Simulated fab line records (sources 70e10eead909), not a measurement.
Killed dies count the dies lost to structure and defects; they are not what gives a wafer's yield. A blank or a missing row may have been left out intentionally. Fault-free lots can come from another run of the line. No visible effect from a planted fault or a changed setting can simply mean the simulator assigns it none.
Chamber matching | flow nandHarc | 4 sister chambers for NHARC_P_M1_DESCUM_14 on rieDiel-01
The step chemistry O2, time 3 s. 4 wafers are shown with their chamber, then 8 later ones without.

WAFERS WITH THEIR CHAMBER
wafer  | chamber | drypumpMotorCurrentA (A)
L089.1 | 3       | 5.3
L089.2 | 0       | 6.3
L089.5 | 2       | 5.3
L090.2 | 1       | 5.5

WAFERS WITH NO CHAMBER GIVEN
wafer  | drypumpMotorCurrentA (A)
L090.5 | 5.3
L090.6 | 6.3
L093.2 | 5.5
L093.4 | 6.3
L093.5 | 6.3
L093.1 | 5.3
L093.3 | 5.3
L093.6 | 5.6

WHICH CHAMBER EACH ONE RAN IN
wafer  | from the rows above     | in truth
L090.5 | can't be placed: 2 or 3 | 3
L090.6 | 0                       | 0
L093.2 | 1                       | 1
L093.4 | 0                       | 0
L093.5 | 0                       | 0
L093.1 | can't be placed: 2 or 3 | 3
L093.3 | can't be placed: 2 or 3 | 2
L093.6 | 1                       | 1
5 of 8 placed correctly. These rows do not allow placing 3 (true chamber among the candidates in 3). Number placed wrongly: 0.
How it was worked out, from the rows above alone: a wafer's distance from a chamber is the root of the sum, over the readings, of the square of ((its reading less the chamber's mean) divided by the reading's scatter). The wafer belongs to the nearest chamber; if the next one is less than 2 further off, it can't be placed. For every chamber, the mean is computed from those of its wafers that are shown. The scatter (one wafer shown for each chamber): square how far every hidden wafer sits from the nearest shown wafer, average those squares and take the square root.
